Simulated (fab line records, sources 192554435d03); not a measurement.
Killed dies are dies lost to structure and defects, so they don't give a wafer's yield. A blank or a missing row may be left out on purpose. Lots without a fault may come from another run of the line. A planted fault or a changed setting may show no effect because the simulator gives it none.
Split-lot experiment | flow n5_finfet | 7 lots, 21 wafers read, on a route of 1938 steps

THE SPLIT
At N5_BEOL_M11_ETCH_41 (etches SiCN in CH3F/O2, target depth 42.6 nm, time 86 s), the setting time_s was moved away from the recipe's 86 s on 4 of the 21 wafers read, by -17.8% to +17.7%. The other wafers ran this setting at the recipe's value.

The reading is taken at the split's own step.

THE READING
etch.depth_nm (the simulator's own value, which no gauge read), in nm, at N5_BEOL_M11_ETCH_41 (etches SiCN in CH3F/O2, target depth 42.6 nm, time 86 s). The file gives no usual value for it. The 17 wafers here that ran the recipe average 32.46 nm, standard deviation 0.46 nm.

wafer  | tool, chamber at the split | time_s as run, s | against the recipe | etch.depth_nm, nm | against lot-mates on the recipe
L082.4 | rie_diel-05, 2             | 86               | recipe             | 32.63             | -
L082.5 | rie_diel-05, 1             | 86               | recipe             | 31.38             | -
L082.6 | rie_diel-05, 0             | 86               | recipe             | 32.17             | -
L088.2 | rie_diel-05, 0             | 86               | recipe             | 31.86             | -
L088.3 | rie_diel-05, 3             | 86               | recipe             | 32.72             | -
L088.5 | rie_diel-05, 3             | 86               | recipe             | 32.93             | -
L092.3 | rie_diel-04, 3             | 86               | recipe             | 32.6              | -
L092.4 | rie_diel-04, 0             | 70.65            | -17.8%             | 26.63             | -5.83
L092.6 | rie_diel-04, 0             | 86               | recipe             | 32.32             | -
L090.2 | rie_diel-05, 2             | 86               | recipe             | 32.16             | -
L090.4 | rie_diel-05, 1             | 96.27            | +11.9%             | 36.53             | +4.37
L090.6 | rie_diel-05, 0             | 96.27            | +11.9%             | 35.25             | +3.09
L091.1 | rie_diel-04, 1             | 86               | recipe             | 33.29             | -
L091.4 | rie_diel-04, 2             | 86               | recipe             | 32.73             | -
L091.6 | rie_diel-04, 2             | 86               | recipe             | 32.8              | -
L095.1 | rie_diel-05, 1             | 101.2            | +17.7%             | 38.76             | +6.36
L095.2 | rie_diel-05, 3             | 86               | recipe             | 32.88             | -
L095.5 | rie_diel-05, 2             | 86               | recipe             | 31.92             | -
L096.1 | rie_diel-04, 0             | 86               | recipe             | 32.39             | -
L096.3 | rie_diel-04, 2             | 86               | recipe             | 32.82             | -
L096.5 | rie_diel-04, 0             | 86               | recipe             | 32.22             | -

THE FIT
A straight line over all 21 wafers: etch.depth_nm changes by +0.325 nm for each +1% of time_s; r = +0.97; the points scatter about the line by 0.52 nm.
The same after taking each lot's own level away (the mean of its wafers on the recipe; 21 wafers): +0.333 nm for each +1%; r = +0.98; scatter 0.43 nm.
On that fit, the largest move of time_s shifts the reading by 6 nm.
The lots' own levels span 32.060 to 32.940 nm, that is 1.9 times the standard deviation above.
So the lot-to-lot level changes the slope little: the two slopes agree.
Check: with one of the wafers moved furthest among these (-17.8%) left out of the fit, the line predicts -6.04 nm for it against its lot-mates. It came out at -5.83 nm against them.

THE FILE'S OWN FIT
etch.depth_nm changes by +0.338 nm for each +1% of time_s, r = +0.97.
